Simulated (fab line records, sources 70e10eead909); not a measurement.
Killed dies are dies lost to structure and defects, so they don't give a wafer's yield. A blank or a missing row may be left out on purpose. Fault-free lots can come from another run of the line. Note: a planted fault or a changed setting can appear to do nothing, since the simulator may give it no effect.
Chamber matching -- flow nand-harc -- NHARC_A_CONTACT_ETCH_106 on rie-diel-09: 4 sister chambers
The step etches the open film in CF4/O2, target depth 90 nm, overetch 9 nm, time 49.5 s. 8 wafers are shown with their chamber, then 9 later ones without.

== WAFERS PAIRED WITH THEIR CHAMBERS ==
wafer,chamber,showerhead-plenum-p-Torr (Torr),drypump-motor-current-A (A)
L080.4,1,1.31,6.1
L088.3,1,1.31,6.1
L088.4,0,1.41,5.7
L089.3,3,1.30,5.1
L089.4,0,1.41,5.7
L087.1,2,1.43,5.1
L087.2,3,1.30,5.2
L087.6,2,1.44,5.1

== WAFERS WITHOUT THEIR CHAMBER ==
wafer,showerhead-plenum-p-Torr (Torr),drypump-motor-current-A (A)
L090.2,1.30,6.1
L090.5,1.30,5.2
L090.6,1.41,5.7
L094.2,1.30,6.1
L094.4,1.29,5.2
L094.5,1.30,6.1
L095.1,1.29,5.2
L095.2,1.40,5.7
L095.5,1.30,6.1

== WHICH CHAMBER EACH WENT THROUGH ==
wafer,from the rows above,in truth
L090.2,1,1
L090.5,3,3
L090.6,0,0
L094.2,1,1
L094.4,3,3
L094.5,1,1
L095.1,3,3
L095.2,0,0
L095.5,1,1
Correct placement for 9 of the 9. From these rows, 0 cannot be placed. Wrongly placed: 0.
How it was worked out, from the rows above alone: a wafer's distance from a chamber is the root of the sum, over the readings, of the square of ((its reading less the chamber's mean) divided by the reading's scatter). The wafer belongs to the nearest chamber; if the next one is less than 2 further off, it can't be placed. A chamber's mean is the mean of its shown wafers. How the scatter is found: for the shown wafers, subtract from each reading the mean of its chamber, square and add these, divide the total by (wafers less chambers), then take the root.
